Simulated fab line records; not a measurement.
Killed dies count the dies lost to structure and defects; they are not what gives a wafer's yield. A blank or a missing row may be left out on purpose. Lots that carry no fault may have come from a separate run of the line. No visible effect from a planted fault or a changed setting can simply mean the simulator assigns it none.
Matching of chambers || flow n5-finfet || rie-diel-06 running N5_BEOL_M12_DESCUM_15: 4 sister chambers
The step chemistry O2, time 7.9 s. 4 wafers are shown with their chamber, then 7 later ones without.

## EACH WAFER AND ITS CHAMBER
{"wafer": "L459.5", "chamber": 3, "drypump-motor-current-A (A)": 6.4}
{"wafer": "L469.4", "chamber": 1, "drypump-motor-current-A (A)": 5.4}
{"wafer": "L470.2", "chamber": 2, "drypump-motor-current-A (A)": 5.7}
{"wafer": "L470.5", "chamber": 0, "drypump-motor-current-A (A)": 5.0}

## WAFERS WITHOUT THEIR CHAMBER
{"wafer": "L470.6", "drypump-motor-current-A (A)": 5.6}
{"wafer": "L471.3", "drypump-motor-current-A (A)": 6.4}
{"wafer": "L471.4", "drypump-motor-current-A (A)": 5.7}
{"wafer": "L471.5", "drypump-motor-current-A (A)": 6.4}
{"wafer": "L474.1", "drypump-motor-current-A (A)": 5.7}
{"wafer": "L474.2", "drypump-motor-current-A (A)": 5.4}
{"wafer": "L474.5", "drypump-motor-current-A (A)": 5.4}

## WHICH CHAMBER EACH WENT THROUGH
{"wafer": "L470.6", "from the rows above": 2, "in truth": 2}
{"wafer": "L471.3", "from the rows above": 3, "in truth": 3}
{"wafer": "L471.4", "from the rows above": 2, "in truth": 2}
{"wafer": "L471.5", "from the rows above": 3, "in truth": 3}
{"wafer": "L474.1", "from the rows above": 2, "in truth": 2}
{"wafer": "L474.2", "from the rows above": 1, "in truth": 1}
{"wafer": "L474.5", "from the rows above": 1, "in truth": 1}
Placed correctly: 7 of 7. Left unplaced by these rows: 0. Placed wrongly: 0.
How it was worked out, from the rows above alone: a wafer's distance from a chamber is the root of the sum, over the readings, of the square of ((its reading less the chamber's mean) divided by the reading's scatter). The wafer belongs to the nearest chamber; if the next one is less than 2 further off, it can't be placed. The mean given for a chamber averages the wafers shown for that chamber. The scatter (one wafer shown for each chamber): square how far every hidden wafer sits from the nearest shown wafer, average those squares and take the square root.
